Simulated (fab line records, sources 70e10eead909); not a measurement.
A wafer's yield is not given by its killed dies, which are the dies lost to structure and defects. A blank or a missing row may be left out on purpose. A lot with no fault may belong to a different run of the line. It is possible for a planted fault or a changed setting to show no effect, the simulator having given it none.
Matching of chambers :: flow nand harc :: NHARC_A_STAIRCASE_ETCH_169 on rie diel-10 has 4 sister chambers
The step etches the open film in CH3F/O2, target depth 50 nm, time 107.1 s. 8 wafers are shown with their chamber, then 9 later ones without.

EACH WAFER AND ITS CHAMBER
wafer: L084.6
chamber: 2
drypump motor current A (A): 5.5
showerhead plenum p Torr (Torr): 2.66

wafer: L083.2
chamber: 2
drypump motor current A (A): 5.5
showerhead plenum p Torr (Torr): 2.66

wafer: L085.2
chamber: 1
drypump motor current A (A): 6.1
showerhead plenum p Torr (Torr): 2.39

wafer: L085.3
chamber: 3
drypump motor current A (A): 6.1
showerhead plenum p Torr (Torr): 2.49

wafer: L085.5
chamber: 0
drypump motor current A (A): 6.2
showerhead plenum p Torr (Torr): 2.43

wafer: L091.3
chamber: 0
drypump motor current A (A): 6.3
showerhead plenum p Torr (Torr): 2.42

wafer: L091.4
chamber: 1
drypump motor current A (A): 6.1
showerhead plenum p Torr (Torr): 2.38

wafer: L091.5
chamber: 3
drypump motor current A (A): 6.2
showerhead plenum p Torr (Torr): 2.48

WAFERS WITHOUT THEIR CHAMBER
wafer: L093.1
drypump motor current A (A): 6.3
showerhead plenum p Torr (Torr): 2.41

wafer: L093.5
drypump motor current A (A): 5.5
showerhead plenum p Torr (Torr): 2.65

wafer: L093.6
drypump motor current A (A): 6.1
showerhead plenum p Torr (Torr): 2.38

wafer: L092.3
drypump motor current A (A): 6.1
showerhead plenum p Torr (Torr): 2.47

wafer: L092.4
drypump motor current A (A): 5.5
showerhead plenum p Torr (Torr): 2.65

wafer: L092.5
drypump motor current A (A): 6.1
showerhead plenum p Torr (Torr): 2.47

wafer: L095.1
drypump motor current A (A): 6.1
showerhead plenum p Torr (Torr): 2.47

wafer: L095.4
drypump motor current A (A): 6.3
showerhead plenum p Torr (Torr): 2.41

wafer: L095.5
drypump motor current A (A): 6.1
showerhead plenum p Torr (Torr): 2.47

WHICH CHAMBER EACH WENT THROUGH
wafer: L093.1
from the rows above: 0
in truth: 0

wafer: L093.5
from the rows above: 2
in truth: 2

wafer: L093.6
from the rows above: 1
in truth: 1

wafer: L092.3
from the rows above: 3
in truth: 3

wafer: L092.4
from the rows above: 2
in truth: 2

wafer: L092.5
from the rows above: 3
in truth: 3

wafer: L095.1
from the rows above: 3
in truth: 3

wafer: L095.4
from the rows above: 0
in truth: 0

wafer: L095.5
from the rows above: 3
in truth: 3
Placed correctly: 9 of 9. From these rows, 0 cannot be placed. Placed wrongly: 0.
How it was worked out, from the rows above alone: a wafer's distance from a chamber is the root of the sum, over the readings, of the square of ((its reading less the chamber's mean) divided by the reading's scatter). If the next closest chamber is less than 2 further off than the closest, the wafer can't be placed; otherwise it belongs to the closest. For every chamber, the mean is computed from those of its wafers that are shown. The scatter: take each reading less its chamber's mean, square it, sum over the shown wafers, divide by the number of wafers less the number of chambers, and take the root.
